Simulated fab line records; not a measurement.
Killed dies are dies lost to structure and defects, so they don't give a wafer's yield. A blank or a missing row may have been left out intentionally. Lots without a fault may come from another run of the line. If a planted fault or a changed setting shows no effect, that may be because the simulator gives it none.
Which tool was responsible? / flow n5-finfet / Sampling: 9 lots, 26 wafers, 6 of 1938 route steps

WHAT THE GAUGES READ, wafer by wafer
N5_BEOL_M0_SAQP_OVL_MEAS_41. Usual: for M0_CUT1_OVL the level is -0.1 nm and the standard deviation is 0.86.
lot=L501; measured=day 5 18:37; on=overlay-01; M0_CUT1_OVL (nm)=0.0 -0.9; flag=
lot=L504; measured=day 6 12:52; on=overlay-01; M0_CUT1_OVL (nm)=0.8 0.1 0.1; flag=
lot=L506; measured=day 7 06:03; on=overlay-01; M0_CUT1_OVL (nm)=0.0 0.4 -1.4; flag=
lot=L505; measured=day 7 12:04; on=overlay-01; M0_CUT1_OVL (nm)=-1.5 -0.6 -1.9; flag=
lot=L508; measured=day 7 12:42; on=overlay-01; M0_CUT1_OVL (nm)=0.2 -1.2 -0.4; flag=
lot=L519; measured=day 10 07:13; on=overlay-02; M0_CUT1_OVL (nm)=0.2 1.7 -0.2; flag=
lot=L521; measured=day 11 00:30; on=overlay-01; M0_CUT1_OVL (nm)=-1.4 -0.2 0.5; flag=
lot=L522; measured=day 11 01:00; on=overlay-02; M0_CUT1_OVL (nm)=-0.8 -0.8 -0.1; flag=
lot=L523; measured=day 11 08:44; on=overlay-01; M0_CUT1_OVL (nm)=0.9 1.1 1.3; flag=

N5_BEOL_M0_CUTY_OVL_MEAS_58. Usual: for M0_ABLK_OVL the level is -0.1 nm and the standard deviation is 0.63.
lot=L501; measured=day 5 20:11; on=overlay-01; M0_ABLK_OVL (nm)=-0.1 -0.2; flag=
lot=L504; measured=day 6 14:23; on=overlay-02; M0_ABLK_OVL (nm)=0.4 0.4 1.4; flag=
lot=L506; measured=day 7 07:36; on=overlay-02; M0_ABLK_OVL (nm)=0.5 0.9 0.9; flag=
lot=L505; measured=day 7 13:35; on=overlay-02; M0_ABLK_OVL (nm)=-0.3 -0.1 0.1; flag=
lot=L508; measured=day 7 14:10; on=overlay-02; M0_ABLK_OVL (nm)=-0.7 -0.9 -0.6; flag=
lot=L519; measured=day 10 08:38; on=overlay-02; M0_ABLK_OVL (nm)=-0.2 0.9 0.0; flag=
lot=L521; measured=day 11 01:56; on=overlay-01; M0_ABLK_OVL (nm)=1.4 0.4 -0.3; flag=
lot=L522; measured=day 11 02:25; on=overlay-01; M0_ABLK_OVL (nm)=-0.6 -0.4 -0.9; flag=
lot=L523; measured=day 11 10:09; on=overlay-01; M0_ABLK_OVL (nm)=-0.3 0.9 0.3; flag=

N5_BEOL_M4_RC_MEAS_101. Usual: DIBL_N 36.1 mV/V, standard deviation 2.3; DIBL_P 36 mV/V, standard deviation 3.2; IOFF_N 0.16 nA/um, standard deviation 0.045; IOFF_P 0.21 nA/um, standard deviation 0.049; ION_N 674 uA/um, standard deviation 14; ION_P 462 uA/um, standard deviation 8.4; SS_N 71.6 mV/dec, standard deviation 0.83; SS_P 73.2 mV/dec, standard deviation 0.87; VT_N 249 mV, standard deviation 3.8; VT_P -250 mV, standard deviation 3.4.
lot=L501; measured=day 12 07:51; on=prober-01; DIBL_N (mV/V)=33.3 34.5; DIBL_P (mV/V)=35 36; IOFF_N (nA/um)=0.12 0.13; IOFF_P (nA/um)=0.19 0.23; ION_N (uA/um)=655 664; ION_P (uA/um)=460 464; SS_N (mV/dec)=70.6 70.5; SS_P (mV/dec)=73.0 72.7; VT_N (mV)=254 249; VT_P (mV)=-250 -244; flag=
lot=L504; measured=day 12 16:52; on=prober-02; DIBL_N (mV/V)=35.8 34.3 34.7; DIBL_P (mV/V)=36 34 35; IOFF_N (nA/um)=0.15 0.13 0.14; IOFF_P (nA/um)=0.20 0.17 0.19; ION_N (uA/um)=674 669 677; ION_P (uA/um)=458 461 460; SS_N (mV/dec)=71.7 71.1 70.5; SS_P (mV/dec)=72.9 72.6 72.1; VT_N (mV)=249 249 249; VT_P (mV)=-251 -252 -251; flag=
lot=L506; measured=day 12 13:42; on=prober-02; DIBL_N (mV/V)=35.9 31.9 35.3; DIBL_P (mV/V)=36 31 34; IOFF_N (nA/um)=0.16 0.10 0.16; IOFF_P (nA/um)=0.18 0.13 0.17; ION_N (uA/um)=671 663 670; ION_P (uA/um)=449 451 453; SS_N (mV/dec)=71.5 69.7 70.8; SS_P (mV/dec)=74.0 72.0 72.7; VT_N (mV)=248 252 246; VT_P (mV)=-250 -256 -255; flag=
lot=L505; measured=day 13 01:20; on=prober-02; DIBL_N (mV/V)=37.0 38.4 36.7; DIBL_P (mV/V)=38 39 37; IOFF_N (nA/um)=0.19 0.20 0.19; IOFF_P (nA/um)=0.25 0.25 0.23; ION_N (uA/um)=671 679 683; ION_P (uA/um)=455 465 464; SS_N (mV/dec)=72.0 72.7 72.6; SS_P (mV/dec)=73.9 74.4 73.6; VT_N (mV)=246 249 250; VT_P (mV)=-247 -249 -249; flag=
lot=L508; measured=day 12 22:52; on=prober-02; DIBL_N (mV/V)=34.9 36.0 34.8; DIBL_P (mV/V)=34 36 33; IOFF_N (nA/um)=0.12 0.14 0.12; IOFF_P (nA/um)=0.15 0.19 0.15; ION_N (uA/um)=652 668 645; ION_P (uA/um)=444 456 439; SS_N (mV/dec)=70.7 71.9 70.9; SS_P (mV/dec)=71.9 73.5 72.9; VT_N (mV)=253 251 254; VT_P (mV)=-255 -255 -257; flag=
lot=L519; measured=day 17 04:29; on=prober-01; DIBL_N (mV/V)=35.1 36.6 35.3; DIBL_P (mV/V)=37 38 37; IOFF_N (nA/um)=0.15 0.19 0.15; IOFF_P (nA/um)=0.23 0.23 0.21; ION_N (uA/um)=659 682 665; ION_P (uA/um)=460 457 454; SS_N (mV/dec)=71.3 72.4 71.9; SS_P (mV/dec)=73.8 73.2 73.4; VT_N (mV)=250 248 252; VT_P (mV)=-250 -250 -250; flag=
lot=L521; measured=day 17 04:50; on=prober-02; DIBL_N (mV/V)=40.9 40.3 39.2; DIBL_P (mV/V)=44 43 41; IOFF_N (nA/um)=0.28 0.30 0.26; IOFF_P (nA/um)=0.38 0.36 0.31; ION_N (uA/um)=686 695 685; ION_P (uA/um)=469 472 464; SS_N (mV/dec)=73.0 72.4 72.8; SS_P (mV/dec)=75.4 74.8 75.0; VT_N (mV)=241 239 243; VT_P (mV)=-241 -240 -243; flag=
lot=L522; measured=day 16 04:26; on=prober-02; DIBL_N (mV/V)=39.9 36.0 35.4; DIBL_P (mV/V)=39 34 33; IOFF_N (nA/um)=0.22 0.14 0.13; IOFF_P (nA/um)=0.24 0.17 0.17; ION_N (uA/um)=707 661 670; ION_P (uA/um)=474 450 460; SS_N (mV/dec)=72.3 70.8 70.4; SS_P (mV/dec)=74.2 73.0 72.0; VT_N (mV)=244 250 251; VT_P (mV)=-250 -252 -248; flag=
lot=L523; measured=day 17 10:15; on=prober-01; DIBL_N (mV/V)=37.5 40.1 37.4; DIBL_P (mV/V)=39 42 38; IOFF_N (nA/um)=0.20 0.24 0.19; IOFF_P (nA/um)=0.25 0.29 0.24; ION_N (uA/um)=683 679 681; ION_P (uA/um)=463 461 466; SS_N (mV/dec)=72.7 72.7 72.0; SS_P (mV/dec)=73.3 74.2 73.7; VT_N (mV)=246 246 247; VT_P (mV)=-248 -248 -247; flag=

WHICH TOOL RAN EACH LOT (tool, then ch and the chambers of the sampled wafers, then the start)
lot=L501; N5_BEOL_M0_SAQP_ETCH_49=rie-diel-02 ch 0,3, day 5 19:40; N5_BEOL_M0_CUTY_COAT_50=litho-track-04 ch 0, day 5 19:48; N5_BEOL_M0_CUTY_ETCH_62=rie-diel-03 ch 0,3, day 5 20:59
lot=L504; N5_BEOL_M0_SAQP_ETCH_49=rie-diel-05 ch 0,2,3, day 6 13:50; N5_BEOL_M0_CUTY_COAT_50=litho-track-05 ch 0, day 6 13:58; N5_BEOL_M0_CUTY_ETCH_62=rie-diel-03 ch 0,3, day 6 14:32
lot=L506; N5_BEOL_M0_SAQP_ETCH_49=rie-diel-05 ch 0,3, day 7 07:04; N5_BEOL_M0_CUTY_COAT_50=litho-track-05 ch 0, day 7 07:13; N5_BEOL_M0_CUTY_ETCH_62=rie-diel-03 ch 0,2,3, day 7 07:41
lot=L505; N5_BEOL_M0_SAQP_ETCH_49=rie-diel-05 ch 1,2,3, day 7 13:03; N5_BEOL_M0_CUTY_COAT_50=litho-track-05 ch 0, day 7 13:12; N5_BEOL_M0_CUTY_ETCH_62=rie-diel-04 ch 0,2,3, day 7 13:41
lot=L508; N5_BEOL_M0_SAQP_ETCH_49=rie-diel-02 ch 0,1,3, day 7 13:39; N5_BEOL_M0_CUTY_COAT_50=litho-track-05 ch 0, day 7 13:47; N5_BEOL_M0_CUTY_ETCH_62=rie-diel-04 ch 2,3, day 7 14:25
lot=L519; N5_BEOL_M0_SAQP_ETCH_49=rie-diel-06 ch 1,2,3, day 10 08:07; N5_BEOL_M0_CUTY_COAT_50=litho-track-03 ch 0, day 10 08:16; N5_BEOL_M0_CUTY_ETCH_62=rie-diel-03 ch 0,1,2, day 10 08:44
lot=L521; N5_BEOL_M0_SAQP_ETCH_49=rie-diel-02 ch 1,2, day 11 01:24; N5_BEOL_M0_CUTY_COAT_50=litho-track-04 ch 0, day 11 01:33; N5_BEOL_M0_CUTY_ETCH_62=rie-diel-01 ch 0,1,3, day 11 02:01
lot=L522; N5_BEOL_M0_SAQP_ETCH_49=rie-diel-02 ch 1,2,3, day 11 01:54; N5_BEOL_M0_CUTY_COAT_50=litho-track-03 ch 0, day 11 02:02; N5_BEOL_M0_CUTY_ETCH_62=rie-diel-01 ch 2,3, day 11 02:31
lot=L523; N5_BEOL_M0_SAQP_ETCH_49=rie-diel-06 ch 0,2,3, day 11 09:37; N5_BEOL_M0_CUTY_COAT_50=litho-track-05 ch 0, day 11 09:46; N5_BEOL_M0_CUTY_ETCH_62=rie-diel-03 ch 1,2,3, day 11 10:23
- N5_BEOL_M0_SAQP_ETCH_49: etches SiO2 in CF4/O2, target depth 37 nm.
- N5_BEOL_M0_CUTY_COAT_50: time 60 s, resist thk 15 nm.
- N5_BEOL_M0_CUTY_ETCH_62: etches SiARC in CF4, time 58.5 s.

AS READ BY THE TOOLS THEMSELVES (means over the sampled wafers that have a number; for cases with no such wafer, the mark the record gives instead)
N5_BEOL_M0_SAQP_ETCH_49. Usual: drypump-motor-current-A 5.6 A, standard deviation 0.45; oes-product-au 0.77 a.u., standard deviation 0.068; rf-vpp-V 245 V, standard deviation 7; showerhead-plenum-p-Torr 2.22 Torr, standard deviation 0.081; throttle-valve-pct 15.88 %, standard deviation 0.19.
lot=L501; tool=rie-diel-02; drypump-motor-current-A (A)=5.2; oes-product-au (a.u.)=0.79; rf-vpp-V (V)=252; showerhead-plenum-p-Torr (Torr)=2.12; throttle-valve-pct (%)=16.11; flag=
lot=L504; tool=rie-diel-05; drypump-motor-current-A (A)=5.6; oes-product-au (a.u.)=0.77; rf-vpp-V (V)=242; showerhead-plenum-p-Torr (Torr)=2.18; throttle-valve-pct (%)=15.81; flag=
lot=L506; tool=rie-diel-05; drypump-motor-current-A (A)=5.2; oes-product-au (a.u.)=0.73; rf-vpp-V (V)=248; showerhead-plenum-p-Torr (Torr)=2.12; throttle-valve-pct (%)=15.88; flag=
lot=L505; tool=rie-diel-05; drypump-motor-current-A (A)=5.8; oes-product-au (a.u.)=0.75; rf-vpp-V (V)=239; showerhead-plenum-p-Torr (Torr)=2.24; throttle-valve-pct (%)=15.84; flag=
lot=L508; tool=rie-diel-02; drypump-motor-current-A (A)=5.6; oes-product-au (a.u.)=0.79; rf-vpp-V (V)=252; showerhead-plenum-p-Torr (Torr)=2.18; throttle-valve-pct (%)=16.01; flag=
lot=L519; tool=rie-diel-06; drypump-motor-current-A (A)=5.8; oes-product-au (a.u.)=0.82; rf-vpp-V (V)=243; showerhead-plenum-p-Torr (Torr)=2.25; throttle-valve-pct (%)=15.72; flag=
lot=L521; tool=rie-diel-02; drypump-motor-current-A (A)=5.5; oes-product-au (a.u.)=0.74; rf-vpp-V (V)=243; showerhead-plenum-p-Torr (Torr)=2.28; throttle-valve-pct (%)=15.88; flag=
lot=L522; tool=rie-diel-02; drypump-motor-current-A (A)=5.7; oes-product-au (a.u.)=0.78; rf-vpp-V (V)=251; showerhead-plenum-p-Torr (Torr)=2.24; throttle-valve-pct (%)=15.93; flag=
lot=L523; tool=rie-diel-06; drypump-motor-current-A (A)=5.8; oes-product-au (a.u.)=0.80; rf-vpp-V (V)=243; showerhead-plenum-p-Torr (Torr)=2.21; throttle-valve-pct (%)=15.88; flag=

N5_BEOL_M0_CUTY_COAT_50. Usual: spin-speed-rpm 1500.0 rpm, standard deviation 1.2.
lot=L501; tool=litho-track-04; spin-speed-rpm (rpm)=1500.5; flag=
lot=L504; tool=litho-track-05; spin-speed-rpm (rpm)=1499.3; flag=
lot=L506; tool=litho-track-05; spin-speed-rpm (rpm)=1500.9; flag=
lot=L505; tool=litho-track-05; spin-speed-rpm (rpm)=709.3; flag=OFF
lot=L508; tool=litho-track-05; spin-speed-rpm (rpm)=710.2; flag=OFF
lot=L519; tool=litho-track-03; spin-speed-rpm (rpm)=1499.4; flag=
lot=L521; tool=litho-track-04; spin-speed-rpm (rpm)=1500.1; flag=
lot=L522; tool=litho-track-03; spin-speed-rpm (rpm)=1499.4; flag=
lot=L523; tool=litho-track-05; spin-speed-rpm (rpm)=1500.9; flag=

N5_BEOL_M0_CUTY_ETCH_62. Usual: drypump-motor-current-A 5.66 A, standard deviation 0.22; etch-rf-on-time-s 59.0 s, standard deviation 2; oes-product-au 0.68 a.u., standard deviation 0.076; rf-vpp-V 184.0 V, standard deviation 1.3; showerhead-plenum-p-Torr 2.14 Torr, standard deviation 0.063; throttle-valve-pct 15.65 %, standard deviation 0.19.
lot=L501; tool=rie-diel-03; drypump-motor-current-A (A)=5.61; etch-rf-on-time-s (s)=58.9; oes-product-au (a.u.)=0.66; rf-vpp-V (V)=183.6; showerhead-plenum-p-Torr (Torr)=2.09; throttle-valve-pct (%)=15.56; flag=
lot=L504; tool=rie-diel-03; drypump-motor-current-A (A)=5.61; etch-rf-on-time-s (s)=59.2; oes-product-au (a.u.)=0.66; rf-vpp-V (V)=182.9; showerhead-plenum-p-Torr (Torr)=2.09; throttle-valve-pct (%)=15.54; flag=
lot=L506; tool=rie-diel-03; drypump-motor-current-A (A)=5.70; etch-rf-on-time-s (s)=58.6; oes-product-au (a.u.)=0.65; rf-vpp-V (V)=184.0; showerhead-plenum-p-Torr (Torr)=2.14; throttle-valve-pct (%)=15.60; flag=
lot=L505; tool=rie-diel-04; drypump-motor-current-A (A)=5.50; etch-rf-on-time-s (s)=47.1; oes-product-au (a.u.)=0.69; rf-vpp-V (V)=185.7; showerhead-plenum-p-Torr (Torr)=2.17; throttle-valve-pct (%)=15.74; flag=OFF
lot=L508; tool=rie-diel-04; drypump-motor-current-A (A)=5.35; etch-rf-on-time-s (s)=48.3; oes-product-au (a.u.)=0.61; rf-vpp-V (V)=184.9; showerhead-plenum-p-Torr (Torr)=2.20; throttle-valve-pct (%)=15.79; flag=OFF
lot=L519; tool=rie-diel-03; drypump-motor-current-A (A)=5.75; etch-rf-on-time-s (s)=58.0; oes-product-au (a.u.)=0.63; rf-vpp-V (V)=184.3; showerhead-plenum-p-Torr (Torr)=2.13; throttle-valve-pct (%)=15.69; flag=
lot=L521; tool=rie-diel-01; drypump-motor-current-A (A)=5.72; etch-rf-on-time-s (s)=58.9; oes-product-au (a.u.)=0.72; rf-vpp-V (V)=185.0; showerhead-plenum-p-Torr (Torr)=2.15; throttle-valve-pct (%)=15.50; flag=
lot=L522; tool=rie-diel-01; drypump-motor-current-A (A)=5.77; etch-rf-on-time-s (s)=61.4; oes-product-au (a.u.)=0.73; rf-vpp-V (V)=183.6; showerhead-plenum-p-Torr (Torr)=2.12; throttle-valve-pct (%)=15.51; flag=
lot=L523; tool=rie-diel-03; drypump-motor-current-A (A)=5.80; etch-rf-on-time-s (s)=59.8; oes-product-au (a.u.)=0.64; rf-vpp-V (V)=183.9; showerhead-plenum-p-Torr (Torr)=2.11; throttle-valve-pct (%)=15.68; flag=

THE ANSWER, worked out from the rows above alone
Rule: lot off if the mean of its wafers having a number is beyond 3 standard deviations from the usual mean. A lot without any number at a reading at which 4 lots or more have one is off too. All remaining lots with rows at the step are treated as sound. The gauges are gone through in route order, then the tools' own readings, and for those a lot's mean is taken as printed above. The first step at which some lot is off is used, and at that step the reading that is off furthest; a lot without a number counts as furthest.
Off: L505, L508, at N5_BEOL_M0_CUTY_COAT_50 (spin-speed-rpm).
If a tool, at that step or one of the process steps before it, ran each lot that is off and ran no sound lot following the first of them, it fits. None of those tried fits.

WHAT THE SIMULATOR HAD INSERTED
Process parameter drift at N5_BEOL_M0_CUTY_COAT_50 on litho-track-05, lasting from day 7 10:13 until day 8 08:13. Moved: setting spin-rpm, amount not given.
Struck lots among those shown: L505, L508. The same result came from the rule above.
